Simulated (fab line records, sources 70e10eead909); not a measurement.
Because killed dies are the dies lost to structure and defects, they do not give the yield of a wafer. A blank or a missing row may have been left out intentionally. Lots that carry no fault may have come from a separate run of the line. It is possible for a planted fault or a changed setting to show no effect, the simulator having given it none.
What tool caused it? | flow nandHarc | 13 lots with 39 wafers sampled at 5 steps, on a route of 1159 steps

== WHAT THE GAUGES READ, wafer by wafer ==
NHARC_END_SORT_01. Usual: killedAtArray 28, standard deviation 8.6; killedAtOther 0.7, standard deviation 1.2; killedAtPeriphery 3.1, standard deviation 2.3; killedDies 32, standard deviation 8.7; killedOpen 3.2, standard deviation 1.7; killedShort 2.0, standard deviation 1.5.
lot  | measured     | on        | killedAtArray | killedAtOther | killedAtPeriphery | killedDies | killedOpen | killedShort | flag
L520 | day 19 20:08 | prober-02 | 9 13 12       | 2 2 0         | 3 1 0             | 14 16 12   | 2 4 1      | 3 1 1       | 
L526 | day 21 05:57 | prober-02 | 96 85 99      | 4 0 1         | 7 6 3             | 107 91 103 | 2 2 2      | 4 2 5       | OFF
L525 | day 21 12:55 | prober-02 | 90 86 87      | 0 1 0         | 0 4 1             | 90 91 88   | 1 7 5      | 0 1 2       | OFF
L534 | day 23 02:01 | prober-01 | 32 23 38      | 3 4 3         | 5 3 4             | 40 30 45   | 3 3 5      | 2 1 6       | 
L542 | day 25 06:27 | prober-02 | 41 39 37      | 1 0 1         | 6 3 2             | 48 42 40   | 5 6 5      | 0 0 1       | 

== EACH LOT AND THE TOOL THAT RAN IT (in order: tool; ch and the chambers of the sampled wafers; start) ==
lot  | NHARC_A_CONTACT_ETCH_129           | NHARC_THIN_TSV_DEGAS_49     | NHARC_THIN_TSV_DESCUM_35          | NHARC_THIN_TSV_STRIP_56
L519 | harCapEtch-02 ch 0,1, day 16 18:34 | pvdSputter-02, day 19 02:28 | rieDiel-06 ch 0,2,3, day 19 05:48 | plasmaAsher-02 ch 0,1, day 19 06:17
L520 | harCapEtch-02 ch 0,1, day 17 04:44 | pvdSputter-02, day 19 03:47 | rieDiel-13 ch 0,1,3, day 19 07:05 | plasmaAsher-01 ch 0,1, day 19 07:35
L524 | harCapEtch-03 ch 0, day 17 09:50   | pvdSputter-02, day 19 08:19 | rieDiel-06 ch 1,2,3, day 19 11:28 | plasmaAsher-02 ch 0,1, day 19 11:58
L527 | harCapEtch-02 ch 0,1, day 18 15:02 | pvdSputter-02, day 20 17:59 | rieDiel-01 ch 0,1,2, day 20 21:32 | plasmaAsher-01 ch 0, day 20 22:05
L526 | harCapEtch-03 ch 0,1, day 18 15:13 | pvdSputter-03, day 20 16:35 | rieDiel-01 ch 0,1,3, day 20 19:55 | plasmaAsher-02 ch 0,1, day 20 20:23
L525 | harCapEtch-03 ch 0,1, day 18 20:58 | pvdSputter-03, day 21 00:14 | rieDiel-06 ch 0,1,3, day 21 03:32 | plasmaAsher-02 ch 0,1, day 21 04:03
L534 | harCapEtch-02 ch 0, day 20 11:36   | pvdSputter-02, day 22 15:01 | rieDiel-13 ch 1,2, day 22 18:29   | plasmaAsher-01 ch 0,1, day 22 18:59
L536 | harCapEtch-01 ch 0,1, day 20 22:08 | pvdSputter-03, day 22 23:11 | rieDiel-13 ch 0,2,3, day 23 02:21 | plasmaAsher-02 ch 0,1, day 23 02:53
L538 | harCapEtch-02 ch 0,1, day 21 02:24 | pvdSputter-02, day 23 07:50 | rieDiel-13 ch 0,2,3, day 23 11:11 | plasmaAsher-01 ch 0,1, day 23 11:44
L537 | harCapEtch-01 ch 0, day 21 03:08   | pvdSputter-03, day 23 09:00 | rieDiel-06 ch 0,2,3, day 23 12:35 | plasmaAsher-01 ch 0, day 23 13:07
L539 | harCapEtch-02 ch 0,1, day 22 08:04 | pvdSputter-03, day 24 06:29 | rieDiel-13 ch 1,2, day 24 09:47   | plasmaAsher-02 ch 0,1, day 24 10:22
L540 | harCapEtch-03 ch 0,1, day 22 12:03 | pvdSputter-01, day 24 18:56 | rieDiel-06 ch 0,1,3, day 24 22:24 | plasmaAsher-01 ch 0,1, day 24 22:53
L542 | harCapEtch-03 ch 0,1, day 22 20:06 | pvdSputter-01, day 24 20:34 | rieDiel-06 ch 2,3, day 24 23:49   | plasmaAsher-01 ch 0,1, day 25 00:17
- NHARC_A_CONTACT_ETCH_129: etches the open film in C4F8/O2/Ar, time 155 s, target depth 956 nm.
- NHARC_THIN_TSV_DEGAS_49: time 120 s.
- NHARC_THIN_TSV_DESCUM_35: chemistry O2, time 3 s.
- NHARC_THIN_TSV_STRIP_56: strips in O2.

== WHAT THE TOOLS THEMSELVES READ (means of the sampled wafers that have a number; where no wafer has one, the mark that the record gives instead) ==
NHARC_THIN_TSV_DEGAS_49. Usual: 473 W for heaterPowerW, sd 46.
lot  | tool          | heaterPowerW (W) | flag
L519 | pvdSputter-02 | 484              | 
L520 | pvdSputter-02 | 493              | 
L524 | pvdSputter-02 | 481              | 
L527 | pvdSputter-02 | 471              | 
L526 | pvdSputter-03 | 473              | 
L525 | pvdSputter-03 | 497              | 
L534 | pvdSputter-02 | 491              | 
L536 | pvdSputter-03 | 473              | 
L538 | pvdSputter-02 | 483              | 
L537 | pvdSputter-03 | 481              | 
L539 | pvdSputter-03 | 456              | 
L540 | pvdSputter-01 | 457              | 
L542 | pvdSputter-01 | 434              | 

NHARC_THIN_TSV_DESCUM_35. Usual: drypumpMotorCurrentA 5.5 A, standard deviation 0.43; oesProductAu 1.002 a.u., standard deviation 0.01; rfVppV 57.8 V, standard deviation 0.93; showerheadPlenumPTorr 1.88 Torr, standard deviation 0.076; throttleValvePct 11.311 %, standard deviation 0.0085.
lot  | tool       | drypumpMotorCurrentA (A) | oesProductAu (a.u.) | rfVppV (V) | showerheadPlenumPTorr (Torr) | throttleValvePct (%) | flag
L519 | rieDiel-06 | 5.4                      | 0.999               | 57.7       | 1.86                         | 11.305               | 
L520 | rieDiel-13 | 5.4                      | 1.005               | 57.7       | 1.81                         | 11.320               | 
L524 | rieDiel-06 | 5.7                      | 0.987               | 56.9       | 1.86                         | 11.305               | 
L527 | rieDiel-01 | 5.4                      | 0.999               | 57.4       | 1.90                         | 11.317               | 
L526 | rieDiel-01 | 5.3                      | 0.992               | 58.1       | 1.90                         | 11.305               | 
L525 | rieDiel-06 | 5.8                      | 1.006               | 57.7       | 1.91                         | 11.304               | 
L534 | rieDiel-13 | 5.2                      | 1.001               | 58.6       | 1.93                         | 11.308               | 
L536 | rieDiel-13 | 5.5                      | 1.000               | 57.8       | 1.87                         | 11.303               | 
L538 | rieDiel-13 | 5.5                      | 0.998               | 57.6       | 1.87                         | 11.315               | 
L537 | rieDiel-06 | 5.4                      | 1.012               | 57.6       | 1.86                         | 11.314               | 
L539 | rieDiel-13 | 5.2                      | 1.010               | 58.0       | 1.86                         | 11.311               | 
L540 | rieDiel-06 | 5.8                      | 1.005               | 58.8       | 1.91                         | 11.309               | 
L542 | rieDiel-06 | 5.3                      | 0.996               | 56.8       | 1.81                         | 11.311               | 

NHARC_THIN_TSV_STRIP_56. Usual: drypumpMotorCurrentA 5.73 A, standard deviation 0.22; heaterPowerW 308 W, standard deviation 44.
lot  | tool           | drypumpMotorCurrentA (A) | heaterPowerW (W) | flag
L519 | plasmaAsher-02 | 5.92                     | 271              | 
L520 | plasmaAsher-01 | 5.60                     | 363              | 
L524 | plasmaAsher-02 | 5.92                     | 271              | 
L527 | plasmaAsher-01 | 5.72                     | 344              | 
L526 | plasmaAsher-02 | 5.91                     | 275              | 
L525 | plasmaAsher-02 | 5.90                     | 301              | 
L534 | plasmaAsher-01 | 5.47                     | 326              | 
L536 | plasmaAsher-02 | 5.91                     | 274              | 
L538 | plasmaAsher-01 | 5.55                     | 332              | 
L537 | plasmaAsher-01 | 5.66                     | 347              | 
L539 | plasmaAsher-02 | 5.91                     | 281              | 
L540 | plasmaAsher-01 | 5.47                     | 323              | 
L542 | plasmaAsher-01 | 5.56                     | 334              | 

== THE ANSWER, worked out from the rows above alone ==
Rule: a lot is off if the mean of its wafers that have a number lies more than 3 standard deviations from the usual mean. Also off: a lot with no number at a reading for which 4 or more lots have one. Any other lot the step has rows for is counted as sound. After the gauges, taken in route order, come the tools' own readings; for these a lot's mean is taken, as printed above. At the first step where some lot is off, the reading lying furthest off is the one used; lots without a number count as furthest.
Off: L526, L525, at NHARC_END_SORT_01 (killedDies). Neither off nor sound, because the step has no rows for them: L519, L524, L527, L536, L538, L537, L539, L540.
A tool fits if, at a process step before that reading, it ran every lot that is off, and no sound lot after the first of them. Gauges at NHARC_END_SORT_01: tried the same way as those tools. 2 tools fit, pvdSputter-03 at NHARC_THIN_TSV_DEGAS_49 and plasmaAsher-02 at NHARC_THIN_TSV_STRIP_56, so this cannot tell which one it is.

== WHAT THE SIMULATOR HAD PUT IN ==
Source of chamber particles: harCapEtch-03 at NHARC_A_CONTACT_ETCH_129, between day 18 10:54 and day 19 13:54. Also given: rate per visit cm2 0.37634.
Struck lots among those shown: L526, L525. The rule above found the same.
